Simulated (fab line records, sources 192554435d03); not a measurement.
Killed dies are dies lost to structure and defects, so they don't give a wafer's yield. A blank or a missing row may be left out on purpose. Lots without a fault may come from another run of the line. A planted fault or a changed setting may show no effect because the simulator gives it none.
Problem report in the 8D (eight disciplines) form, filled by code | flow n5_finfet | the parts of the form that need people (team, actions taken, sign-off) are left out

1. THE PROBLEM
barrier_field_endpoint_s at N5_BEOL_M4_CMP_52 reads a mean of 27.8 s on 2 wafers of 2 lots; wafers without a fault read 24.7 s with a standard deviation of 0.64. That is +4.8 standard deviations from the usual mean.
The step: polishes, stops on SiOC, t overpolish 6.8 s, target thk 40 nm.
First seen on wafer L791.3, day 11 19:13, on cmp-04. The record holds 27 wafers of 9 lots with a number at this step. Rule for "out", or "out of limits": more than 4 standard deviations from the usual mean. The other wafers with a number count as sound.

2. WHAT IT IS AND WHAT IT IS NOT
question                    | is                       | is not
which readings at this step | barrier_field_endpoint_s | edge_zone_pressure_frac, head_pressure_psi, motor_current_A
which lots                  | L791, L793               | L780, L781, L785, L786, L787, L798, L800
which wafers of those lots  | L791.3, L793.5           | L791.1, L791.4, L793.2, L793.4
read on which tools         | cmp-01, cmp-04           | cmp-03
when                        | from day 11 19:13        | up to then (17 sound wafers); but 8 sound wafers of L793, L798, L800 came after

3. SUSPECTS, AND WHAT RULES EACH OUT
Counting: a tool at a process step up to the reading stays a suspect if it ran every lot that is out. Sound lots after the first of them don't rule it out here, since some wafers of a struck lot are sound.
- pecvd-01 at N5_BEOL_M4_PECVD_72 (deposits SiO2 from TEOS/O2, target thk 16 nm, time 18 s): kept. It ran every lot that is out, first L791 (day 11 09:11); its last sound lot up to then is L786 (day 10 10:04).
- Within pecvd-01 at N5_BEOL_M4_PECVD_72: the wafers that are out ran in chamber 2; their sound lot-mates ran in chamber 0.
Left after counting: pecvd-01 at N5_BEOL_M4_PECVD_72.

4. THE CAUSE (what the simulator had put in)
Process parameter drift: pecvd-01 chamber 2, from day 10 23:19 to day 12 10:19, at N5_BEOL_M4_PECVD_72. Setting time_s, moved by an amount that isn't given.
Counting left only this tool.

5. THE CHAIN OF EFFECTS, in route order
Each row: a reading whose mean over the struck wafers that have a number lies more than 3 standard deviations from the usual. Only readings for which the record gives a usual standard deviation are gone through. hours: the time from each lot's start at the first step in this table that gives one to its start at this step, as a median over the lots. sigmas: the change in usual standard deviations.
hours | step              | reading                  | usual  | on struck wafers | change | sigmas
0     | N5_BEOL_M4_CMP_52 | barrier_field_endpoint_s | 24.7 s | 27.8             | +3.1   | +4.8
The process steps in it:
- N5_BEOL_M4_CMP_52: polishes, stops on SiOC, t overpolish 6.8 s, target thk 40 nm.
Later measuring or inspecting steps at which every struck wafer that the step has a row for has a number for every such reading, and none has moved that far: N5_BEOL_M4_RC_MEAS_101.

6. WHAT WOULD HAVE CAUGHT IT SOONER
In this record the first reading out of limits was taken at day 11 19:13, 20 hours after the fault began at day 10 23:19.
Of the tool readings at N5_BEOL_M4_PECVD_72 for which the record gives a usual standard deviation, none was out on any struck wafer, so an alarm limit of 4 standard deviations on them would not have fired.
All the lots that are out (2) had begun N5_BEOL_M4_PECVD_72 on pecvd-01 by day 11 19:13. A hold on the tool at that time would have spared none of them.
